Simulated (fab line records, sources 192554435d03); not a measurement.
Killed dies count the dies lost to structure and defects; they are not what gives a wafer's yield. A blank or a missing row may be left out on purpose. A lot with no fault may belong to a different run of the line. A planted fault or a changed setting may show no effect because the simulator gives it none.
fab line records    flow n5Finfet
[record] lots = 12  wafers = 33  lastDay = 18
route steps=1938 shown HKMG_FIN@439 MIM_TOP@1838 TV_OPEN@1889 PASSIVATION@1925
lots untouched by any fault: they come from a run of this same line in which no faults occurred
startH: hours from the record's opening day to when the first of the lot's shown wafers began    waitH: time in hours since the lot's previous step    " the same as in the row above    L1.1+2: one row covering several wafers at once    - no value present, or no start provided    * or withheld: withheld    < > ~ a bound
route shown NAME@n: NAME is a module with steps in the file, n the number in the route of the first one    usual: mean/standard deviation taken from wafers without a fault    same: alike in all rows    chamber/n: place in a boat    sites: the reading at each site    _std_site: standard deviation across them    _edge_site: outer sites' mean less inner sites'    radiusMm: how far each site lies from the wafer's centre    mask NAME#n: copy n    behind: the tool/chamber that last shaped the wafer    hold: the reason the lot was held/the length of the hold in hours/how it ended    device: whichever transistor did not switch (one of n, p or np)    end of line: tests of these same wafers at the route's end    where a step has no rows: the recipe by itself    killed: not the wafer's yield, but the dies lost to structure and defects at the first sort    map: shows each die of a wafer: x if killed, . if not, _ if none is there
set.NAME: the run value of the setting; set.NAME@STEP: its run value at that earlier step    model.NAME: the simulator's own value behind a step, which no gauge read
a sample of lots followed through the steps of the route, with each step as a table and each wafer as a row
services: when a tool's chamber went out of use (startH, in hours from the record's first day, below 0 if earlier), for how many hours, and the reason
[[steps]]
[step N5_HKMG_FIN_STRIP_92]
[recipe] chemistry = N2/H2  material = SOC  timeS = 20  powerW = 500  tempC = 40  pressureMtorr = 50  rfFrequencyHz = 6e+07  biasPowerW = 8  h2Frac = 0.5  n2FlowSccm = 300  h2FlowSccm = 300
[usual] drypumpMotorCurrentA = 5.5/0.42  n2FlowSccm = 300.1/0.9  oesProductAu = 0.80/0.074  rfVppV = 54.3/0.88  showerheadPlenumPTorr = 3.41/0.11  throttleValvePct = 19.2/0.46
lot.wafer  tool        chamber  startH  waitH  drypumpMotorCurrentA  n2FlowSccm  oesProductAu  rfHoursCounterH  rfVppV  showerheadPlenumPTorr  throttleValvePct
L903.1     rieDiel-05  0        75.43   0.1    5.4                   298.5       0.99          15               55.0    3.27                   19.4
L903.2     "           1        "       "      5.6                   301.7       0.80          98               54.2    3.49                   18.2
L903.3     "           2        "       "      5.2                   300.7       0.69          214              54.6    3.48                   19.4
L904.1     rieDiel-01  0        85.46   0.1    6.1                   301.5       0.71          208              53.6    3.20                   19.4
L904.4     "           3        "       "      5.7                   300.2       0.80          -                54.4    3.39                   19.7
L904.6     "           2        "       "      5.2                   300.3       0.82          -                53.9    3.43                   18.6
L906.5     rieDiel-01  1        96.30   0.0    5.7                   299.6       0.96          -                54.1    3.60                   19.5
L906.6     "           2        "       "      5.2                   300.2       0.81          -                54.6    3.43                   18.7
L907.2     rieDiel-01  0        102.39  0.1    6.0                   300.3       0.71          215              54.3    3.20                   19.4
L907.4     "           2        "       "      5.2                   302.0       0.81          -                54.7    3.42                   18.7
L907.5     "           3        "       "      5.7                   299.5       0.79          -                53.9    3.39                   19.7
L908.1     rieDiel-02  3        106.40  0.1    5.3                   301.4       0.81          109              53.9    3.40                   19.2
L908.2     "           2        "       "      6.4                   298.7       0.87          33               56.4    3.52                   18.5
L908.3     "           1        "       "      5.0                   300.3       0.80          77               54.7    3.56                   19.0
L909.2     rieDiel-02  2        114.94  0.1    6.4                   300.0       0.86          36               55.4    3.52                   18.5
L909.5     "           2        "       "      6.4                   300.3       0.87          -                55.1    3.52                   18.5
L911.1     rieDiel-02  0        126.71  0.1    4.9                   299.1       0.77          139              53.8    3.38                   19.1
L911.4     "           3        "       "      5.2                   300.0       0.80          116              54.9    3.40                   19.2
L911.6     "           1        "       "      5.0                   301.4       0.79          -                54.6    3.56                   19.1
L912.3     rieDiel-01  3        131.05  0.1    5.7                   300.6       0.79          98               54.0    3.38                   19.7
L912.4     "           0        "       "      6.1                   299.0       0.70          226              55.1    3.19                   19.4
L914.1     rieDiel-02  3        143.22  0.1    5.2                   301.2       0.79          123              54.8    3.39                   19.2
L914.2     "           0        "       "      4.9                   298.5       0.76          146              55.6    3.38                   19.2
L914.3     "           1        "       "      5.0                   301.2       0.78          90               54.5    3.55                   19.1
L922.2     rieDiel-01  3        194.32  0.1    5.8                   300.1       0.76          123              54.7    3.37                   19.7
L922.4     "           2        "       "      5.2                   299.7       0.77          90               54.6    3.40                   18.7
L922.6     "           0        "       "      6.0                   301.1       0.68          -                54.6    3.18                   19.4
L924.1     rieDiel-05  0        201.57  0.1    5.4                   300.7       0.89          62               54.3    3.25                   19.5
L924.4     "           3        "       "      5.1                   300.9       0.84          -                52.2    3.43                   19.9
L924.6     "           0        "       "      5.4                   302.0       0.89          -                53.8    3.25                   19.5
L925.1     rieDiel-02  0        216.07  0.1    4.9                   300.8       0.75          162              54.3    3.37                   19.2
L925.4     "           2        "       "      6.3                   300.3       0.82          65               55.4    3.50                   18.5
L925.6     "           0        "       "      4.9                   298.9       0.75          -                53.3    3.37                   19.2
[step N5_MIM_TOP_SPUTTER_03]
[recipe] material = TiN  targetThkA = 350  tempC = 200  powerW = 3000  chamberPressurePa = 0.49996  gas = Ar  reactivePartialPa = 0.37997  timeS = 89.7
[usual] cathodeDcPowerW = 3000.1/0.55  throttleValvePct = 29.8/0.82
lot.wafer  tool           chamber  startH  waitH  cathodeDcPowerW  throttleValvePct
L903.1     pvdSputter-03  -        255.44  0.0    2999.5           29.5
L903.2     "              -        "       "      3000.3           30.8
L903.3     "              -        "       "      3000.0           30.1
L904.1     pvdSputter-01  -        255.92  0.0    3000.2           30.0
L904.4     "              -        "       "      3001.4           30.7
L904.6     "              -        "       "      3000.7           30.1
L906.5     pvdSputter-01  -        270.63  0.0    3000.1           30.9
L906.6     "              -        "       "      2999.3           29.4
L908.1     pvdSputter-02  -        278.63  0.0    3000.0           29.1
L908.2     "              -        "       "      3000.3           27.8
L908.3     "              -        "       "      2999.3           30.7
L907.2     pvdSputter-02  -        281.73  0.0    3000.5           30.7
L907.4     "              -        "       "      2999.9           30.9
L907.5     "              -        "       "      2999.6           30.7
L909.2     pvdSputter-02  -        292.64  0.0    2999.6           31.0
L909.5     "              -        "       "      3001.3           29.0
L912.3     pvdSputter-01  -        301.48  0.0    3000.9           29.4
L912.4     "              -        "       "      3001.1           30.7
L911.1     pvdSputter-01  -        316.13  0.0    2999.2           29.1
L911.4     "              -        "       "      2999.5           30.8
L911.6     "              -        "       "      3001.0           29.1
L914.1     pvdSputter-02  -        331.92  0.0    3000.0           28.8
L914.2     "              -        "       "      3000.3           28.1
L914.3     "              -        "       "      2999.9           30.5
L924.1     pvdSputter-03  -        389.81  0.0    2999.8           30.0
L924.4     "              -        "       "      3000.0           30.7
L924.6     "              -        "       "      2999.5           30.7
L922.2     pvdSputter-03  -        407.17  0.0    2999.6           30.2
L922.4     "              -        "       "      3000.4           29.4
L922.6     "              -        "       "      2999.7           31.0
L925.1     pvdSputter-01  -        413.62  0.0    2999.5           29.2
L925.4     "              -        "       "      2999.8           29.5
L925.6     "              -        "       "      2999.1           29.1
[step N5_PASSIVATION_STRIP_14]
[recipe] chemistry = O2  powerW = 600  tempC = 60  pressureMtorr = 30  rfFrequencyHz = 6e+07  biasPowerW = 0  overashFraction = 0.5  o2FlowSccm = 225
[usual] drypumpMotorCurrentA = 5.9/0.36  oesProductAu = 0.80/0.083  rfVppV = 3.6/0.89  showerheadPlenumPTorr = 2.08/0.095  throttleValvePct = 16.56/0.25
[same] overashFraction = 0.5
lot.wafer  tool        chamber  startH  waitH  drypumpMotorCurrentA  oesProductAu  rfHoursCounterH  rfVppV  showerheadPlenumPTorr  throttleValvePct
L903.1     rieDiel-03  0        259.15  0.1    5.8                   0.84          62               2.7     2.12                   16.81
L903.2     "           1        "       "      5.6                   0.70          214              4.2     1.99                   17.02
L903.3     "           2        "       "      6.5                   0.94          19               4.3     2.08                   16.32
L904.1     rieDiel-03  3        260.20  0.1    5.5                   0.96          5                3.7     2.23                   16.10
L904.4     "           0        "       "      5.8                   0.83          63               5.5     2.12                   16.78
L904.6     "           3        "       "      5.5                   0.94          -                3.2     2.23                   16.11
L906.5     rieDiel-04  3        274.27  0.0    5.7                   0.76          -                3.1     1.94                   16.53
L906.6     "           0        "       "      5.4                   0.75          -                4.8     1.97                   16.39
L908.1     rieDiel-04  3        282.82  0.1    5.7                   0.75          152              3.4     1.94                   16.53
L908.2     "           2        "       "      6.1                   0.90          24               5.6     2.13                   16.49
L908.3     "           0        "       "      5.4                   0.73          193              3.4     1.97                   16.40
L907.2     rieDiel-03  2        287.88  0.2    6.5                   0.91          27               4.9     2.07                   16.30
L907.4     "           2        "       "      6.5                   0.92          -                4.1     2.07                   16.35
L907.5     "           2        "       "      6.5                   0.93          -                4.0     2.07                   16.32
L909.2     rieDiel-04  0        295.83  0.1    5.4                   0.72          197              3.2     1.97                   16.44
L909.5     "           0        "       "      5.4                   0.73          -                4.9     1.97                   16.39
L912.3     rieDiel-04  2        306.69  0.1    6.0                   0.91          30               5.3     2.13                   16.52
L912.4     "           1        "       "      6.2                   0.71          209              3.0     2.17                   16.69
L911.1     rieDiel-06  3        320.83  0.1    6.0                   0.74          170              2.6     2.02                   16.86
L911.4     "           1        "       "      6.2                   0.86          70               3.0     2.04                   16.79
L911.6     "           1        "       "      6.2                   0.85          -                4.4     2.04                   16.78
L914.1     rieDiel-04  3        335.87  0.1    5.6                   0.76          165              3.9     1.94                   16.52
L914.2     "           2        "       "      6.0                   0.88          38               3.1     2.12                   16.50
L914.3     "           0        "       "      5.4                   0.72          206              3.5     1.96                   16.43
L924.1     rieDiel-06  1        394.29  0.1    6.2                   0.81          90               3.3     2.03                   16.83
L924.4     "           0        "       "      5.4                   0.88          32               3.9     2.22                   16.40
L924.6     "           0        "       "      5.4                   0.87          -                3.4     2.22                   16.44
L922.2     rieDiel-03  2        413.75  0.1    6.5                   0.83          67               3.9     2.06                   16.37
L922.4     "           3        "       "      5.5                   0.83          51               1.9     2.21                   16.20
L922.6     "           0        "       "      5.8                   0.76          -                2.3     2.11                   16.86
L925.1     rieDiel-04  0        417.72  0.1    5.4                   0.70          224              3.1     1.96                   16.46
L925.4     "           3        "       "      5.6                   0.73          186              2.6     1.93                   16.58
L925.6     "           2        "       "      6.0                   0.85          -                4.6     2.12                   16.56
[step N5_PASSIVATION_CD_MEAS_44]
[recipe] targetCdNm = 40000  landingEnergyEv = 500  detector = seInlens
[usual] cdNm = 40003/4.5
lot.wafer  tool      chamber  startH  waitH  cdNm
L903.1     cdSem-01  0        262.54  -      40005
L903.2     "         0        "       "      40009
L903.3     "         0        "       "      40009
L904.1     cdSem-01  0        263.43  -      40006
L904.4     "         0        "       "      40005
L904.6     "         0        "       "      40005
L906.5     cdSem-02  0        276.91  -      39998
L906.6     "         0        "       "      40003
L908.1     cdSem-01  0        286.33  -      40003
L908.2     "         0        "       "      40004
L908.3     "         0        "       "      40006
L907.2     cdSem-02  0        291.21  -      40002
L907.4     "         0        "       "      40004
L907.5     "         0        "       "      40001
L909.2     cdSem-01  0        301.73  -      40001
L909.5     "         0        "       "      40006
L912.3     cdSem-02  0        309.48  -      40000
L912.4     "         0        "       "      39996
L911.1     cdSem-03  0        323.78  -      40012
L911.4     "         0        "       "      40003
L911.6     "         0        "       "      40004
L914.1     cdSem-01  0        338.81  -      40001
L914.2     "         0        "       "      40002
L914.3     "         0        "       "      40001
L924.1     cdSem-01  0        397.24  -      40000
L924.4     "         0        "       "      39999
L924.6     "         0        "       "      40003
L922.2     cdSem-03  0        417.48  -      40001
L922.4     "         0        "       "      39999
L922.6     "         0        "       "      40004
L925.1     cdSem-02  0        421.13  -      40020
L925.4     "         0        "       "      40009
L925.6     "         0        "       "      40010
[step N5_PASSIVATION_PROBE_49]
[usual] killed_at_M0_to_M3 = 34/10  killed_at_M4_up = 13/5.4  killedAtContacts = 13/6  killedAtFrontEnd = 42/13  killedAtOther = 4/3.2  killedDies = 107/18  killedOnRim = 14/4.2  killedOpen = 69/14  killedShort = 35/7.7
[same] grossDies = 1180  killedAtBackSide = 0
lot.wafer  tool       chamber  startH  waitH  killed_at_M0_to_M3  killed_at_M4_up  killedAtContacts  killedAtFrontEnd  killedAtOther  killedDies  killedOnRim  killedOpen  killedShort
L911.1     prober-02  -        327.01  0.0    26                  14               18                108               12             178         28           72          26
L911.4     prober-02  -        327.16  0.2    61                  22               18                115               3              219         53           89          51
L911.6     prober-02  -        327.26  0.3    33                  15               15                106               4              173         29           63          37
L914.1     prober-02  -        341.94  0.0    21                  17               7                 100               2              147         22           49          19
L914.2     prober-02  -        341.99  0.1    35                  13               13                109               2              172         29           62          28
L914.3     prober-02  -        342.04  0.1    33                  16               6                 100               4              159         40           57          23
// killed by level:class
L911.1 HKMG_FIN:unspecified=78 MOL_CONTACT_COAG:geometricParticle:open=13 STI_FIN_REVEAL:geometricParticle:open=12 BEOL_M4:geometricParticle:open=10 BEOL_M0_SAQP:geometricParticle:open=8 BEOL_M2:geometricParticle:open=6 MOL_CONTACT_COAG:geometricParticle:short=5 BEOL_M1:geometricParticle:open=5
L911.4 HKMG_FIN:unspecified=65 BEOL_M0_SAQP:geometricParticle:short=21 BEOL_M0_SAQP:geometricParticle:open=16 FIN_SAQP:geometricParticle:open=15 BEOL_M4:geometricParticle:open=14 HKMG_FIN:areaEtch=13 MOL_CONTACT_COAG:geometricParticle:open=11 BEOL_M2:geometricParticle:open=11
L911.6 HKMG_FIN:unspecified=72 MOL_CONTACT_COAG:geometricParticle:open=10 FIN_SAQP:geometricParticle:open=9 BEOL_M4:geometricParticle:open=9 BEOL_M3:geometricParticle:open=7 BEOL_M0_SAQP:geometricParticle:short=7 FIN_SAQP:geometricParticle:short=6 STI_FIN_REVEAL:geometricParticle:open=6
L914.1 HKMG_FIN:unspecified=79 BEOL_M4:geometricParticle:open=10 STI_FIN_REVEAL:geometricParticle:open=8 BEOL_M0_SAQP:geometricParticle:open=6 MOL_CONTACT_COAG:geometricParticle:open=4 STARTING-WAFER:geometricParticle:short=4 DUMMY_GATE:geometricParticle:open=3 MOL_CONTACT_COAG:geometricParticle:short=3
L914.2 HKMG_FIN:unspecified=81 BEOL_M2:geometricParticle:open=11 DUMMY_GATE:geometricParticle:open=9 MOL_CONTACT_COAG:geometricParticle:open=9 BEOL_M4:geometricParticle:open=7 BEOL_M0_SAQP:geometricParticle:open=6 MOL_CONTACT_COAG:geometricParticle:short=4 FIN_SAQP:geometricParticle:short=3
L914.3 HKMG_FIN:unspecified=67 HKMG_FIN:areaEtch=11 BEOL_M3:geometricParticle:open=10 BEOL_M4:geometricParticle:open=10 STI_FIN_REVEAL:geometricParticle:open=6 BEOL_M0_SAQP:geometricParticle:short=6 DUMMY_GATE:geometricParticle:open=5 MOL_CONTACT_COAG:geometricParticle:open=5
[[services]]
tool           chamber  startH  hours  kind
rieDiel-05     0        53.76   11.6   repair
rieDiel-04     0        66.29   10.2   repair
rieDiel-04     2        90.08   1.8    repair
rieDiel-03     3        92.22   7.2    repair
rieDiel-05     -        112.03  4.3    pm
rieDiel-02     2        136.70  8.8    repair
rieDiel-04     -        136.74  2.8    pm
rieDiel-02     -        154.74  14.6   pm
rieDiel-04     2        157.46  2.1    repair
rieDiel-05     2        159.38  5.2    repair
rieDiel-02     1        170.92  3.2    repair
rieDiel-02     -        201.05  2.8    pm
rieDiel-04     0        209.83  5.8    repair
rieDiel-04     0        250.43  17.9   repair
rieDiel-03     -        267.61  2.8    pm
rieDiel-03     3        285.89  4.9    repair
rieDiel-01     1        293.56  7.0    repair
pvdSputter-02  -        305.99  6.3    repair
rieDiel-02     2        322.94  2.0    repair
rieDiel-04     0        341.79  8.0    repair
pvdSputter-02  -        359.20  3.8    repair
rieDiel-01     -        373.38  0.9    repair
rieDiel-04     0        391.03  6.1    repair
pvdSputter-03  -        413.79  4.6    repair
[[key]]
[firstSign] step = N5_PASSIVATION_PROBE_49  reading = killedAtFrontEnd  direction = up  sigmas = 4.8  usual = 42  struck = 106
[effect] step = N5_PASSIVATION_PROBE_49  reading = killedDies  direction = up  sigmas = 3.7  usual = 107  struck = 175
[moreKillsBornAt] N5_HKMG_FIN_STRIP_92@rieDiel-02 = 442
metAt N5_HKMG_FIN_STRIP_92
struckLots L911,L914
testerLeftOut L911,L914
[baselineLoss] step = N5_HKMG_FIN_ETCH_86  wafers = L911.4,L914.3
notActingAt N5_MIM_TOP_SPUTTER_03,N5_PASSIVATION_STRIP_14,N5_PASSIVATION_CD_MEAS_44
onsetBetween 114.94 126.71
[fault] kind = chamberParticleSource  tool = rieDiel-02  chamber = -  onsetH = 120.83  steps = N5_HKMG_FIN_STRIP_92  ratePerVisitCm2 = 1.5033  endH = 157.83
// testerLeftOut: of these lots the tester's yield and bins aren't shown, on N5 and GAA mostly nor the transistor test; their killed dies are dies lost to structure and defects alone, not to doping, threshold or leakage, so they don't give the yield
// baselineLoss: these wafers lose ten dies or more at that step, a loss of the line's own and not of a fault; the sort's usual values leave them out
